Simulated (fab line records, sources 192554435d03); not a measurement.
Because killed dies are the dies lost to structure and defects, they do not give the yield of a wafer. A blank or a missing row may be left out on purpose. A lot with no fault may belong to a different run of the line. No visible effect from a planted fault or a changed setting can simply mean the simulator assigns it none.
Problem report, 8D (eight disciplines) form, completed by code	flow n5-finfet	the parts of the form that need people (team, actions taken, sign-off) are left out

1. PROBLEM STATEMENT
Wafers without a fault read 0.5000 Pa, standard deviation 0.00095; chamber-pressure-pa at N5_MIM_BOT_SPUTTER_00 reads a mean of 0.5444 Pa on 6 wafers belonging to 2 lots. That puts it +47 standard deviations away from the usual mean.
The step: material TiN, target thk 35 nm, time 89.7 s.
First observed at day 16 10:29: wafer L439.1, on pvd-sputter-02. Wafers with a number at this step in the record: 33, from 11 lots. By rule, "out" or "out of limits" means more than 4 standard deviations away from the usual mean. Any other wafer with a number is counted as sound.

2. WHAT THIS IS AND IS NOT
question	is	is not
which readings at this step	chamber-pressure-pa	cathode-dc-power-W
which lots	L439, L442	L422, L423, L425, L426, L427, L428, L433, L434, L443
which wafers of those lots	all that have a number	-
read on which tools	pvd-sputter-02	pvd-sputter-01, pvd-sputter-03
when	from day 16 10:29	up to then (24 sound wafers); but 3 sound wafers of L443 came after

3. SUSPECTS, AND WHAT RULES EACH OUT
Counting: a tool at any process step up to the reading remains a suspect when it ran all the lots that are out and ran no sound lot after the first of those.
- pecvd-04 at N5_PASSIVATION_PECVD_00 (deposits SiO2 from SiH4/N2O, target thk 200 nm, time 11.2 s): ruled out as a lasting fault. Sound lots L443 ran on it after its first lot that is out, L439 (day 16 09:56).
- pvd-sputter-02 at N5_MIM_BOT_SPUTTER_00 (material TiN, target thk 35 nm, time 89.7 s): kept. It processed each lot that is out, first L439 at day 16 10:29, and no sound lot thereafter; up to then, the last sound lot it processed was L433 at day 14 20:29. Out on those wafers are its own readings of chamber-pressure-pa.
The count leaves pvd-sputter-02 at N5_MIM_BOT_SPUTTER_00.

4. THE CAUSE (what the simulator had put in)
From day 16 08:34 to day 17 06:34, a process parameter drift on pvd-sputter-02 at N5_MIM_BOT_SPUTTER_00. Setting chamber-pressure-pa shifted by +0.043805 from 0.49996. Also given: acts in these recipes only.
This tool alone remained once counting was done.

5. SEQUENCE OF EFFECTS, ordered by route
One row per reading whose mean, taken over the struck wafers that have a number, lies over 3 standard deviations from the usual. Only readings for which the record gives a usual standard deviation are gone through. hours: the time from each lot's start at the first step in this table that gives one to its start at this step, as a median over the lots. sigmas: the change in usual standard deviations.
hours	step	reading	usual	on struck wafers	change	sigmas
0	N5_MIM_BOT_SPUTTER_00	chamber-pressure-pa	0.5000 Pa	0.5444	+0.0444	+47
It contains these process steps:
- N5_MIM_BOT_SPUTTER_00: material TiN, target thk 35 nm, time 89.7 s.

6. HOW IT WOULD HAVE BEEN CAUGHT EARLIER
In this record no reading fell out of limits until day 16 10:29, 2 hours after the fault had begun at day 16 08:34.
